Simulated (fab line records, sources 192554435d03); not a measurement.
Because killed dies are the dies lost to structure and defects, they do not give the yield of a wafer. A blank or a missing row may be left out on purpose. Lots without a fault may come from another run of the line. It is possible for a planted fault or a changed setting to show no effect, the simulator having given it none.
fab line records    flow n5Finfet
record: lots: 7  wafers: 21
route steps=1938 shown BEOL_M1@757 BEOL_M2@890 BEOL_M3@980 BEOL_M5@1140
startH: hours from the record's first day to the start of the lot's first wafer shown    waitH: time in hours since the lot's previous step    " identical to the entry in the row above    L1.1+2: a row that stands for several wafers    - either no value or no given start    * or withheld: withheld    < > ~ a bound
route shown NAME@n: NAME is a module with steps in the file, n the number in the route of the first one    usual: mean/standard deviation taken from wafers without a fault    same: alike in all rows    chamber/n: place in a boat    sites: the reading at each site    _std_site: standard deviation across them    _edge_site: inner sites' mean taken away from outer sites' mean    radiusMm: for every site, how far away it sits from the centre of the wafer    mask NAME#n: copy n    behind: tool/chamber where the wafer was last shaped    hold: the reason the lot was held/the length of the hold in hours/how it ended    device: the transistor (n, p or np) that didn't switch    end of line: the route-end tests of the same wafers    a step given without rows: its recipe and nothing more    killed: the dies lost at the first sort to structure and to defects; this is not the yield of the wafer    map: the dies of a wafer, with x for killed, . for not killed, _ for no die there
set.NAME: the setting the step ran with; set.NAME@STEP: the setting that earlier step ran with    model.NAME: the simulator's own value behind a step, which no gauge read
lots run with intentionally changed settings; tables by step, rows by wafer
== steps ==
step: N5_BEOL_M1_COAT_73
recipe: resist: underlayer  tempC: 205  timeS: 60  spinRpm: 1500  resistThkNm: 5
lot.wafer   tool           chamber  startH  waitH  set.spinRpm
L074.2      lithoTrack-04  0        -       -      1500
L074.4+6    "              0        "       "      1612
L077.1      lithoTrack-04  0        -       -      1430
L077.2+4    "              0        "       "      1500
L078.2      lithoTrack-02  0        -       -      1367
L078.3+6    "              0        "       "      1500
L087.1+2+6  lithoTrack-04  0        -       -      1500
L089.4      lithoTrack-02  0        -       -      1500
L089.5+6    "              0        "       "      1364
L090.1+4+6  lithoTrack-03  0        -       -      1500
L091.2      lithoTrack-03  0        -       -      1500
L091.5+6    "              0        "       "      1597
step: N5_BEOL_M1_COAT_05
recipe: resist: CAR-EUV  spinRpm: 1500  resistThkNm: 30
step: N5_BEOL_M1_EBR_07
recipe: solvent: PGMEA  ebrWidthMm: 1.5
step: N5_BEOL_M1_DESCUM_16
recipe: chemistry: O2  timeS: 7  sourcePowerW: 50  biasPowerW: 20  pressureMtorr: 20  rfFrequencyHz: 2.712e+07  tempC: 40  resist: CAR-EUV  o2FlowSccm: 225
step: N5_BEOL_M1_ETCH_74
recipe: chemistry: N2/H2  target: underlayer  targetDepthA: 65  maskMaterial: CAR-EUV  timeS: 5.2  ionEnergyEv: 200  pressureMtorr: 30  sourceW: 840  biasW: 150  n2FlowSccm: 200  h2FlowSccm: 200  ends: cleared
lot.wafer  tool        chamber  startH  waitH  set.spinRpm@BEOL_M1_COAT_73  model.CAR-EUV_of_BEOL_M1_COAT_05.thkNm  model.etch.depthNm
L074.2     rieDiel-01  3        128.47  0.0    1500                         20.2                                    4.99
L074.4     "           0        "       "      1612                         20.4                                    4.799
L074.6     "           3        "       "      1612                         20.4                                    4.808
L077.1     rieDiel-06  1        142.43  0.0    1430                         20.2                                    5.125
L077.2     "           0        "       "      1500                         20.4                                    5.004
L077.4     "           3        "       "      1500                         20.4                                    4.999
L078.2     rieDiel-03  1        149.71  0.0    1367                         20                                      5.232
L078.3     "           0        "       "      1500                         20.6                                    4.985
L078.6     "           0        "       "      1500                         20.6                                    4.994
L087.1     rieDiel-06  3        203.79  0.0    1500                         20.4                                    4.995
L087.2     "           0        "       "      1500                         20.4                                    5.005
L087.6     "           3        "       "      1500                         20.4                                    5.019
L089.4     rieDiel-06  3        211.82  0.0    1500                         20.2                                    4.977
L089.5     "           1        "       "      1364                         20                                      5.224
L089.6     "           0        "       "      1364                         19.8                                    5.227
L090.1     rieDiel-01  0        217.79  0.0    1500                         20.4                                    4.999
L090.4     "           2        "       "      1500                         20.4                                    5.002
L090.6     "           0        "       "      1500                         20.4                                    5.015
L091.2     rieDiel-01  1        219.57  0.0    1500                         20.2                                    5.004
L091.5     "           2        "       "      1597                         20.6                                    4.851
L091.6     "           0        "       "      1597                         20.6                                    4.854
step: N5_BEOL_M1_ETCH_63
recipe: chemistry: CF4  target: SiARC  targetDepthA: 156  maskMaterial: CAR-EUV  timeS: 26  ionEnergyEv: 80  pressureMtorr: 40  sourceW: 545  biasW: 36  Ar_flow_sccm: 100  cf4FlowSccm: 100  ends: cleared
lot.wafer   tool        chamber  startH  waitH  set.spinRpm@BEOL_M1_COAT_73  model.CAR-EUV_of_BEOL_M1_COAT_05.thkNm
L074.2      rieDiel-01  3        128.49  0.0    1500                         11
L074.4+6    "           0,3      "       "      1612                         11.2
L077.1      rieDiel-06  1        142.44  0.0    1430                         11
L077.2+4    "           0,3      "       "      1500                         11
L078.2      rieDiel-03  1        149.73  0.0    1367                         10.8
L078.3+6    "           0        "       "      1500                         11.4
L087.1+6    rieDiel-06  3        203.80  0.0    1500                         11.2
L087.2      "           0        "       "      1500                         11
L089.4      rieDiel-06  3        211.84  0.0    1500                         11
L089.5      "           1        "       "      1364                         10.8
L089.6      "           0        "       "      1364                         10.6
L090.1+4+6  rieDiel-01  0,2,0    217.80  0.0    1500                         11.2
L091.2      rieDiel-01  1        219.59  0.0    1500                         11
L091.5+6    "           2,0      "       "      1597                         11.4
step: N5_BEOL_M1_VIA_ETCH_34
recipe: chemistry: C4F6/O2  targetDepthA: 678  maskMaterial: SOC  pressureMtorr: 15  ionEnergyEv: 250  taperDeg: 4  timeS: 64.4  sourceW: 350  biasW: 170  Ar_flow_sccm: 300  C4F6_flow_sccm: 10  O2_flow_sccm: 10
lot.wafer  tool        chamber  startH  waitH  set.timeS  model.etch.depthNm  model.SOC_of_BEOL_M1_COAT_67.thkNm
L074.2     rieDiel-03  1        131.10  0.0    64.4       66.72               52.2
L074.4     "           0        "       "      64.4       67.48               52
L074.6     "           2        "       "      64.4       66.22               52.2
L077.1     rieDiel-03  3        145.86  0.0    64.4       68.76               52.4
L077.2     "           0        "       "      78.65      81.86               50.4
L077.4     "           1        "       "      78.65      80.41               50.6
L078.2     rieDiel-03  3        153.67  0.0    64.4       68.68               52
L078.3     "           2        "       "      71.54      73.01               51.6
L078.6     "           1        "       "      64.4       66.4                52.2
L087.1     rieDiel-03  1        206.37  0.0    64.4       66.08               52.4
L087.2     "           3        "       "      64.4       68.93               52
L087.6     "           1        "       "      64.4       66.3                52.4
L089.4     rieDiel-03  0        215.99  0.0    64.4       66.64               52
L089.5     "           0        "       "      69.18      71.01               51.6
L089.6     "           1        "       "      64.4       66.46               52.4
L090.1     rieDiel-01  2        223.21  0.0    64.4       65.36               52
L090.4     "           0        "       "      64.4       65.31               52.2
L090.6     "           2        "       "      64.4       65.22               52
L091.2     rieDiel-03  3        223.55  0.0    64.4       68.4                52.2
L091.5     "           1        "       "      64.4       66.14               52.6
L091.6     "           2        "       "      64.4       65.33               52.6
step: N5_BEOL_M1_TRENCH_ETCH_37
recipe: chemistry: C4F6/O2  targetDepthA: 552.07  target: SiOC  timeS: 29  ionEnergyEv: 250  pressureMtorr: 30  sourceW: 355  biasW: 185  Ar_flow_sccm: 300  C4F6_flow_sccm: 10  O2_flow_sccm: 10
usual: rfVppV: 665/21
lot.wafer  tool        chamber  startH  waitH  set.biasW  rfVppV
L074.2     rieDiel-03  1        -       -      185        655
L074.4     "           0        "       "      170.3      637
L074.6     "           2        "       "      185        712
L077.1     rieDiel-03  3        -       -      164.4      599
L077.2     "           0        "       "      185        680
L077.4     "           1        "       "      164.4      598
L078.2     rieDiel-03  3        -       -      152.4      563
L078.3     "           2        "       "      185        712
L078.6     "           1        "       "      185        657
L087.1     rieDiel-03  1        -       -      185        655
L087.2     "           3        "       "      185        657
L087.6     "           1        "       "      185        654
L089.4     rieDiel-03  0        -       -      185        680
L089.5     "           0        "       "      185        681
L089.6     "           1        "       "      162.9      593
L090.1     rieDiel-01  2        -       -      185        673
L090.4     "           0        "       "      185        650
L090.6     "           2        "       "      158.8      600
L091.2     rieDiel-03  3        -       -      156.5      574
L091.5     "           1        "       "      185        654
L091.6     "           2        "       "      185        712
step: N5_BEOL_M2_TRENCH_ETCH_37
recipe: chemistry: C4F6/O2  targetDepthA: 555.55  target: SiOC  timeS: 29.2  ionEnergyEv: 250  pressureMtorr: 30  sourceW: 355  biasW: 185  Ar_flow_sccm: 300  C4F6_flow_sccm: 10  O2_flow_sccm: 10
lot.wafer  tool        chamber  startH  waitH  set.timeS  model.etch.depthNm  model.BEOL_M2.featureDepthNm
L074.2     rieDiel-04  2        -       -      32.52      60.29               60.2
L074.4     "           0        "       "      29.2       55.88               55.8
L074.6     "           1        "       "      32.52      61.23               61.2
L077.1     rieDiel-04  0        -       -      33.48      64.25               64.2
L077.2     "           1        "       "      33.48      62.58               62.6
L077.4     "           2        "       "      29.2       53.92               54
L078.2     rieDiel-04  3        -       -      29.2       56.27               56.2
L078.3     "           2        "       "      23.79      44.46               44.4
L078.6     "           1        "       "      29.2       55.04               55
L087.1     rieDiel-05  1        -       -      29.2       53.93               54
L087.2     "           3        "       "      29.2       56.74               56.8
L087.6     "           0        "       "      29.2       56.66               56.6
L089.4     rieDiel-04  3        -       -      29.2       55.58               55.6
L089.5     "           2        "       "      29.2       53.5                53.4
L089.6     "           0        "       "      29.2       55.26               55.2
L091.2     rieDiel-02  1        -       -      29.2       55.07               55
L091.5     "           0        "       "      31.06      58.93               59
L091.6     "           2        "       "      29.2       55.41               55.4
L090.1     rieDiel-05  3        -       -      27.1       52.22               52.2
L090.4     "           1        "       "      27.1       50.52               50.6
L090.6     "           3        "       "      27.1       52.32               52.4
step: N5_BEOL_M2_ETCH_41
recipe: chemistry: CH3F/O2  target: SiCN  targetDepthA: 299  taperDeg: 2  timeS: 52.5  ionEnergyEv: 120  maskMaterial: TiN  pressureMtorr: 30  sourceW: 395  biasW: 75  Ar_flow_sccm: 150  CH3F_flow_sccm: 30  O2_flow_sccm: 20
step: N5_BEOL_M2_STRIP_97
recipe: chemistry: N2/H2  timeS: 10  powerW: 450  tempC: 40  pressureMtorr: 20  rfFrequencyHz: 6e+07  biasPowerW: 7  n2FlowSccm: 200  h2FlowSccm: 200
step: N5_BEOL_M2_OCD_MEAS_38
usual: trenchDepthNm: 54.7/1.3
lot.wafer  tool    chamber  startH  waitH  set.timeS@BEOL_M2_TRENCH_ETCH_37  trenchDepthNm
L074.2     ocd-02  -        140.98  -      32.52                             60.1
L074.4     "       -        "       "      29.2                              55.9
L074.6     "       -        "       "      32.52                             61.1
L077.1     ocd-01  -        154.95  -      33.48                             64.1
L077.2     "       -        "       "      33.48                             62.7
L077.4     "       -        "       "      29.2                              53.9
L078.2     ocd-02  -        164.30  -      29.2                              56.1
L078.3     "       -        "       "      23.79                             43.5
L078.6     "       -        "       "      29.2                              55.4
L087.1     ocd-01  -        218.72  -      29.2                              54.1
L087.2     "       -        "       "      29.2                              55.9
L087.6     "       -        "       "      29.2                              56.8
L089.4     ocd-01  -        225.55  -      29.2                              55.5
L089.5     "       -        "       "      29.2                              53.6
L089.6     "       -        "       "      29.2                              55.7
L091.2     ocd-02  -        235.17  -      29.2                              55.0
L091.5     "       -        "       "      31.06                             59.2
L091.6     "       -        "       "      29.2                              55.2
L090.1     ocd-01  -        235.20  -      27.1                              52.4
L090.4     "       -        "       "      27.1                              50.6
L090.6     "       -        "       "      27.1                              52.2
step: N5_BEOL_M2_SPUTTER_96
recipe: material: Cu  targetThkA: 45  tempC: -20  chamberPressurePa: 0.07  powerW: withheld  timeS: 8.29
lot.wafer   tool           chamber  startH  waitH  set.timeS
L074.2+4    pvdSputter-02  -        143.94  0.1    7.684
L074.6      "              -        "       "      8.29
L077.1+2+4  pvdSputter-01  -        159.46  0.1    8.29
L078.2+3    pvdSputter-02  -        168.87  0.1    8.29
L078.6      "              -        "       "      7.379
L087.1+2+6  pvdSputter-03  -        223.21  0.1    8.29
L089.4+5+6  pvdSputter-01  -        228.26  0.1    8.974
L091.2+5+6  pvdSputter-03  -        237.92  0.1    8.29
L090.1+4    pvdSputter-02  -        238.38  0.1    9.243
L090.6      "              -        "       "      8.29
step: N5_BEOL_M2_ECD_50
recipe: material: Cu  targetThkA: 3000
step: N5_BEOL_M2_ANNEAL_51
recipe: tempC: 225  timeS: 90  ambient: N2
step: N5_BEOL_M2_CMP_52
recipe: stopOn: SiOC  tOverpolishS: 6.8  downForcePsi: 1  platenRpm: 50  clearingPlatenDownForcePsi: 1.5  clearingPlatenRpm: 50  postCmpClean: cuAlkaline  targetThkNm: 40  clearingPlatenPadVelocityMS: 0.99484  padVelocityMS: 0.99484
lot.wafer   tool    chamber  startH  waitH  set.timeS@BEOL_M2_TRENCH_ETCH_37  model.Cu_of_BEOL_M2_ECD_50.thkNm
L074.2      cmp-01  1        144.51  0.3    32.52                             -
L074.4      "       2        "       "      29.2                              -
L074.6      "       3        "       "      32.52                             46
L077.1      cmp-01  1        160.08  0.3    33.48                             46
L077.4      "       3        "       "      29.2                              39
L077.2      "       0        "       "      33.48                             47.6
L078.2      cmp-01  2        169.37  0.2    29.2                              40
L078.3      "       0        "       "      23.79                             30.4
L078.6      "       2        "       "      29.2                              -
L087.1      cmp-02  3        223.71  0.3    29.2                              37.6
L087.2      "       1        "       "      29.2                              41.4
L087.6      "       0        "       "      29.2                              42.2
L089.4+6+5  cmp-03  1,3,0    228.84  0.2    29.2                              -
L091.2      cmp-01  1        238.53  0.3    29.2                              37.6
L091.6      "       2        "       "      29.2                              -
L091.5      "       3        "       "      31.06                             44.6
L090.4+1    cmp-02  1,0      238.89  0.1    27.1                              -
L090.6      "       1        "       "      27.1                              37
step: N5_BEOL_M2_PRE_CLEAN_60
recipe: gas: NH3/H2  timeS: 15  tempC: *  rfPowerW: 300
step: N5_BEOL_M2_PRE_CLEAN_56
recipe: gas: NH3  timeS: 15  tempC: withheld  rfPowerW: 300
step: N5_BEOL_M2_DEP_57
recipe: material: SiCN  targetThkA: 80  tempC: withheld  precursor: 3MS/NH3  pressureTorr: 3  rfW: 202  timeS: 14
step: N5_BEOL_M2_RS_MEAS_58
recipe: thkMeasGauge: four-point-probe  reads: Co_of_BEOL_M2_CO_CAP_55+Cu_of_BEOL_M2_ECD_50+Co_of_BEOL_M2_CVD_47+TaN_of_BEOL_M2_ALD_84
usual: M2_RS: 0.69/0.04
lot.wafer  tool          chamber  startH  waitH  set.timeS@BEOL_M2_TRENCH_ETCH_37  M2_RS[ohm/sq]
L074.2     filmMetro-01  -        144.99  0.1    32.52                             0.64
L074.4     "             -        "       "      29.2                              0.70
L074.6     "             -        "       "      32.52                             0.56
L077.1     filmMetro-02  -        160.64  0.0    33.48                             0.56
L077.2     "             -        "       "      33.48                             0.54
L077.4     "             -        "       "      29.2                              0.69
L078.2     filmMetro-02  -        169.92  0.1    29.2                              0.67
L078.3     "             -        "       "      23.79                             0.96
L078.6     "             -        "       "      29.2                              0.69
L087.1     filmMetro-01  -        224.30  0.1    29.2                              0.73
L087.2     "             -        "       "      29.2                              0.64
L087.6     "             -        "       "      29.2                              0.63
L089.4     filmMetro-02  -        229.32  0.0    29.2                              0.66
L089.5     "             -        "       "      29.2                              0.74
L089.6     "             -        "       "      29.2                              0.70
L091.2     filmMetro-01  -        239.00  0.1    29.2                              0.73
L091.5     "             -        "       "      31.06                             0.58
L091.6     "             -        "       "      29.2                              0.72
L090.1     filmMetro-01  -        239.47  0.1    27.1                              0.70
L090.4     "             -        "       "      27.1                              0.76
L090.6     "             -        "       "      27.1                              0.74
step: N5_BEOL_M3_TRENCH_ETCH_37
recipe: chemistry: C4F6/O2  targetDepthA: 555.55  target: SiOC  timeS: 29.2  ionEnergyEv: 250  pressureMtorr: 30  sourceW: 355  biasW: 185  Ar_flow_sccm: 300  C4F6_flow_sccm: 10  O2_flow_sccm: 10
lot.wafer  tool        chamber  startH  waitH  set.timeS  model.etch.depthNm  model.BEOL_M3.featureDepthNm
L074.2     rieDiel-03  2        -       -      29.2       54.31               54.4
L074.4     "           1        "       "      31.26      58.39               58.4
L074.6     "           3        "       "      29.2       56.46               56.4
L077.1     rieDiel-06  1        -       -      29.2       55.63               55.6
L077.2     "           2        "       "      29.2       55.99               56
L077.4     "           3        "       "      29.2       56.99               57
L078.2     rieDiel-06  2        -       -      35.46      67.57               67.6
L078.3     "           3        "       "      35.46      69.06               69
L078.6     "           3        "       "      35.46      69.1                69
L087.1     rieDiel-01  0        -       -      29.2       53.38               53.4
L087.2     "           3        "       "      29.2       54.98               55
L087.6     "           3        "       "      29.2       55.01               55
L089.4     rieDiel-06  3        -       -      29.2       56.86               56.8
L089.5     "           1        "       "      29.2       56.12               56.2
L089.6     "           0        "       "      29.2       56.44               56.4
L091.2     rieDiel-03  1        -       -      29.2       54.46               54.4
L091.5     "           2        "       "      33.63      61.91               62
L091.6     "           1        "       "      29.2       54.58               54.6
L090.1     rieDiel-06  2        -       -      29.2       57.62               57.6
L090.4     "           3        "       "      29.2       56.42               56.4
L090.6     "           2        "       "      29.2       58.09               58
step: N5_BEOL_M3_ETCH_41
recipe: chemistry: CH3F/O2  target: SiCN  targetDepthA: 299  taperDeg: 2  timeS: 52.5  ionEnergyEv: 120  maskMaterial: TiN  pressureMtorr: 30  sourceW: 395  biasW: 75  Ar_flow_sccm: 150  CH3F_flow_sccm: 30  O2_flow_sccm: 20
step: N5_BEOL_M3_STRIP_97
recipe: chemistry: N2/H2  timeS: 10  powerW: 450  tempC: 40  pressureMtorr: 20  rfFrequencyHz: 6e+07  biasPowerW: 7  n2FlowSccm: 200  h2FlowSccm: 200
step: N5_BEOL_M3_OCD_MEAS_38
usual: trenchDepthNm: 55.4/1.2
lot.wafer  tool    chamber  startH  waitH  set.timeS@BEOL_M3_TRENCH_ETCH_37  trenchDepthNm
L074.2     ocd-02  -        149.01  -      29.2                              54.0
L074.4     "       -        "       "      31.26                             58.5
L074.6     "       -        "       "      29.2                              56.2
L077.1     ocd-01  -        164.05  -      29.2                              55.8
L077.2     "       -        "       "      29.2                              55.8
L077.4     "       -        "       "      29.2                              56.8
L078.2     ocd-01  -        173.50  -      35.46                             67.7
L078.3     "       -        "       "      35.46                             69.1
L078.6     "       -        "       "      35.46                             68.9
L087.1     ocd-01  -        232.67  -      29.2                              52.5
L087.2     "       -        "       "      29.2                              54.8
L087.6     "       -        "       "      29.2                              55.2
L089.4     ocd-01  -        235.08  -      29.2                              56.6
L089.5     "       -        "       "      29.2                              56.4
L089.6     "       -        "       "      29.2                              56.5
L091.2     ocd-01  -        246.23  -      29.2                              54.8
L091.5     "       -        "       "      33.63                             61.7
L091.6     "       -        "       "      29.2                              55.1
L090.1     ocd-02  -        262.98  -      29.2                              56.9
L090.4     "       -        "       "      29.2                              56.1
L090.6     "       -        "       "      29.2                              58.1
step: N5_BEOL_M5_COAT_66
recipe: resist: SiARC  tempC: 220  timeS: 60  spinRpm: 1500  resistThkNm: 12
lot.wafer   tool           chamber  startH  waitH  set.spinRpm  model.SiARC_of_BEOL_M5_COAT_66.thkNm
L074.2+4    lithoTrack-01  0        -       -      1500         12
L074.6      "              0        "       "      1456         12.2
L077.1+2+4  lithoTrack-05  0        -       -      1500         12
L078.2+3+6  lithoTrack-04  0        -       -      1500         12
L087.1+2+6  lithoTrack-01  0        -       -      1500         12
L089.4      lithoTrack-04  0        -       -      1339         12.8
L089.5+6    "              0        "       "      1500         12
L091.2+6    lithoTrack-01  0        -       -      1500         12
L091.5      "              0        "       "      1340         12.6
L090.1      lithoTrack-05  0        -       -      1500         12
L090.4+6    "              0        "       "      1602         11.6
== key ==
split: step: N5_BEOL_M1_COAT_73  setting: spinRpm  stated: 1500  by: wafer
response: step: N5_BEOL_M1_ETCH_74  reading: model.CAR-EUV_of_BEOL_M1_COAT_05.thkNm  change: +0.0466  per: 1%  r: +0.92
response: step: N5_BEOL_M1_ETCH_74  reading: model.etch.depthNm  change: -0.0262  per: 1%  r: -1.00
response: step: N5_BEOL_M1_ETCH_63  reading: model.CAR-EUV_of_BEOL_M1_COAT_05.thkNm  change: +0.0433  per: 1%  r: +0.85
split: step: N5_BEOL_M1_VIA_ETCH_34  setting: timeS  stated: 64.4  by: wafer
response: step: N5_BEOL_M1_VIA_ETCH_34  reading: model.etch.depthNm  change: +0.551  per: 1%  r: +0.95
response: step: N5_BEOL_M1_VIA_ETCH_34  reading: model.SOC_of_BEOL_M1_COAT_67.thkNm  change: -0.0779  per: 1%  r: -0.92
split: step: N5_BEOL_M1_TRENCH_ETCH_37  setting: biasW  stated: 185  by: wafer
response: step: N5_BEOL_M1_TRENCH_ETCH_37  reading: rfVppV  change: +6.51  per: 1%  r: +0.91
split: step: N5_BEOL_M2_TRENCH_ETCH_37  setting: timeS  stated: 29.2  by: wafer
response: step: N5_BEOL_M2_TRENCH_ETCH_37  reading: model.etch.depthNm  change: +0.584  per: 1%  r: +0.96
response: step: N5_BEOL_M2_TRENCH_ETCH_37  reading: model.BEOL_M2.featureDepthNm  change: +0.584  per: 1%  r: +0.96
response: step: N5_BEOL_M2_OCD_MEAS_38  reading: trenchDepthNm  change: +0.612  per: 1%  r: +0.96
response: step: N5_BEOL_M2_CMP_52  reading: model.Cu_of_BEOL_M2_ECD_50.thkNm  change: +0.559  per: 1%  r: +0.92
response: step: N5_BEOL_M2_RS_MEAS_58  reading: M2_RS  change: -0.0127  per: 1%  r: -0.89
split: step: N5_BEOL_M2_SPUTTER_96  setting: timeS  stated: 8.29  by: wafer
response none clear
split: step: N5_BEOL_M3_TRENCH_ETCH_37  setting: timeS  stated: 29.2  by: wafer
response: step: N5_BEOL_M3_TRENCH_ETCH_37  reading: model.etch.depthNm  change: +0.476  per: 1%  r: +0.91
response: step: N5_BEOL_M3_TRENCH_ETCH_37  reading: model.BEOL_M3.featureDepthNm  change: +0.482  per: 1%  r: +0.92
response: step: N5_BEOL_M3_OCD_MEAS_38  reading: trenchDepthNm  change: +0.455  per: 1%  r: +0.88
split: step: N5_BEOL_M5_COAT_66  setting: spinRpm  stated: 1500  by: wafer
response: step: N5_BEOL_M5_COAT_66  reading: model.SiARC_of_BEOL_M5_COAT_66.thkNm  change: -0.0645  per: 1%  r: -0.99
